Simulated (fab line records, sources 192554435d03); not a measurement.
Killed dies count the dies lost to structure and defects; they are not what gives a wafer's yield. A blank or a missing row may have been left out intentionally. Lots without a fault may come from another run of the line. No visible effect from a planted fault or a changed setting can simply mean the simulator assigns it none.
A lot that was struck, set against a sound lot + flow n5_finfet + 39 steps out of a route of 1938
Sound: wafers L831.1, L831.2, L831.5. Struck: wafers L850.2, L850.3, L850.5. The cause is named last.
Per side, at each step with rows, come the tool, then ch with its chambers, and then its first start. Under that, the readings that differ: sound wafers + struck wafers + difference of the means + sigmas: that difference in standard deviations of wafers without a fault.
alike: words and numbers the same on both sides, and readings whose means are apart by under 2 such deviations; not compared: readings that were withheld, readings missing a value for some wafer, numbers with overlapping values and no deviation given by the record, and bounds like >300 which may hide the same value.
The two part at a step that has a row with sigmas, a row that says differs or no value, or rows on one side only. Numbers that don't overlap but have no deviation are shown without sigmas and don't part them. A reading missing from all wafers of one side parts the sides only when that side holds two or more wafers.

first, 10 steps without rows for these wafers: N5_HKMG_FIN_WET_ETCH_73 (etches the open film in SC1, time 42.3 s, target depth 1.3 nm, rinse time 30 s); N5_HKMG_FIN_ETCHBACK_68 (etches the open film in Cl2/Ar, stops on HfO2, target depth 0.5 nm); N5_HKMG_FIN_STRIP_69 (strips in N2/H2, time 360 s); N5_HKMG_FIN_ALD_21 (deposits TiN, target thk 1.5 nm, pulse time 1 s, purge time 3 s); N5_HKMG_FIN_ALD_72 (deposits W, target thk 2 nm, pulse time 1 s, purge time 2 s); N5_HKMG_FIN_W_FILL_22 (material W, target thk 60 nm, time 18.2 s); N5_HKMG_FIN_PRECLEAN_83 (cleans in DIW, time 57.5 s); N5_HKMG_FIN_SRD_84 (dry time 32 s); N5_HKMG_FIN_CMP_23 (polishes, stops on SiNx, t overpolish 10 s, target thk 46.326 nm); N5_HKMG_FIN_CMP_94 (polishes, stops on SiNx, t overpolish 4.7 s, target thk 43.299 nm).
N5_GATE_CUT_ETCHBACK_00: etches W in SF6/Cl2.
  sound on rie_metal-02 ch 0,1, day 5 08:22; struck on rie_metal-01 ch 0,1, day 10 02:43
  no value came back on the struck wafers for any of 7 readings (SF6_flow_sccm (sccm), bias_w (W) and others); on the sound wafers SF6_flow_sccm (sccm) reads 39.96 39.91 40.17
| reading                                              | sound             | struck         | difference | sigmas |
|------------------------------------------------------|-------------------|----------------|------------|--------|
| model.SiO2_flowable_of_ILD0_FCVD_FILL_01.thk_nm (nm) | 118.2 117.8 117.6 | 119 120 119.2  | +2         |        |
| model.SiNx_of_SDB_ALD_29.thk_nm (nm)                 | 27.2 27 27        | 28.4 28.2 28.4 | +1.3       |        |
  not compared: rf_hours_counter_h
then, 3 steps without rows for these wafers: N5_GATE_CUT_ETCH_56 (etches TiN in Cl2/Ar, target depth 21.6 nm); N5_GATE_CUT_ETCHBACK_30 (etches TiN in Cl2/Ar, target depth 3 nm); N5_GATE_CUT_VAPOR_ETCH_60 (etches HfO2 in BCl3/Cl2).
N5_GATE_CUT_ETCH_58: etches SiNx in CH3F/O2, target depth 17 nm, time 128.6 s.
  sound on rie_diel-05 ch 1,3, day 5 08:40; struck on rie_diel-05 ch 1,2, day 10 03:00
| reading                              | sound          | struck         | difference | sigmas |
|--------------------------------------|----------------|----------------|------------|--------|
| model.SiNx_of_SDB_ALD_29.thk_nm (nm) | 24.4 24.4 24.4 | 25.6 25.4 25.6 | +1.1       |        |
  alike: CH3F_flow_sccm, chamber_pressure_mTorr, drypump_motor_current_A, oes_product_au, rf_vpp_V, showerhead_plenum_p_Torr, throttle_valve_pct
  not compared: rf_hours_counter_h
then, 21 steps without rows for these wafers: N5_GATE_CUT_STRIP_59 (strips in N2/H2, time 20 s); N5_GATE_CUT_PRECLEAN_31 (cleans in DIW, time 300 s); N5_GATE_CUT_SRD_32 (time 30 s); N5_GATE_CUT_SAC_CAP_01 (material SiNx, target thk 24 nm, pulse time 1 s, ald cycles 480); N5_GATE_CUT_PECVD_57 (deposits SiNx from SiH4/NH3/N2, target thk 21 nm); N5_GATE_CUT_CMP_02 (polishes, stops on SiO2, t overpolish 12.7 s, target thk 0 nm); N5_GATE_CUT_HM_DEP_46 (deposits SiO2 from TEOS/O2, target thk 130 nm, time 26.6 s); N5_GATE_CUT_COAT_34 (time 60 s, resist thk 60 nm); N5_GATE_CUT_COAT_35 (time 60 s, resist thk 10 nm); N5_GATE_CUT_COAT_27 (time 60 s, resist thk 10 nm); N5_GATE_CUT_COAT_07 (resist thk 30 nm); N5_GATE_CUT_EBR_09; N5_GATE_CUT_SOFTBAKE_08 (time 60 s); N5_GATE_CUT_EXPOSE_10 (exposes mask GATE CUT, target cd 20 nm); N5_GATE_CUT_PEB_11 (peb time 60 s); N5_GATE_CUT_DEVELOP_12 (develop time 30 s); N5_GATE_CUT_DESCUM_18 (chemistry O2, time 7 s); N5_GATE_CUT_ETCH_28 (etches underlayer in N2/H2, target depth 13 nm, time 10.4 s); N5_GATE_CUT_ETCH_36 (etches SiARC in CF4, target depth 13 nm, time 21.7 s); N5_GATE_CUT_ETCH_37 (etches SOC in N2/H2, target depth 60 nm, overetch 12 nm, time 90 s); N5_GATE_CUT_STRIP_38 (strips in N2/H2).
N5_GATE_CUT_CMP_61: polishes, stops on SiNx, t overpolish 3 s.
  sound on cmp-01 ch 0,2,3, day 5 15:14; struck on cmp-02 ch 0,2,3, day 10 09:42
| reading                                              | sound           | struck            | difference | sigmas |
|------------------------------------------------------|-----------------|-------------------|------------|--------|
| model.SiO2_flowable_of_ILD0_FCVD_FILL_01.thk_nm (nm) | 114.8 114.4 114 | 115.6 116.4 115.6 | +1.5       |        |
  alike: motor_current_A, slurry_flow_ml_min
N5_BEOL_M4_RC_MEAS_101:
  the record has rows for the sound wafers here (prober-01 ch 0, day 9 14:13) and none for the struck ones
-- record jumps: 9 days separate the struck wafers' starts on either side; left off in module BEOL_M4, taken up again in module PASSIVATION, whose first shown step is the route's number 1936 --
N5_PASSIVATION_PROBE_49:
  only the struck wafers here have rows in the record (prober-02, day 19 05:35); the sound ones have none

== WHERE THEY PART ==
Earliest at N5_GATE_CUT_ETCHBACK_00; latest, in this record, at N5_PASSIVATION_PROBE_49.

WHY: what had been put in by the simulator
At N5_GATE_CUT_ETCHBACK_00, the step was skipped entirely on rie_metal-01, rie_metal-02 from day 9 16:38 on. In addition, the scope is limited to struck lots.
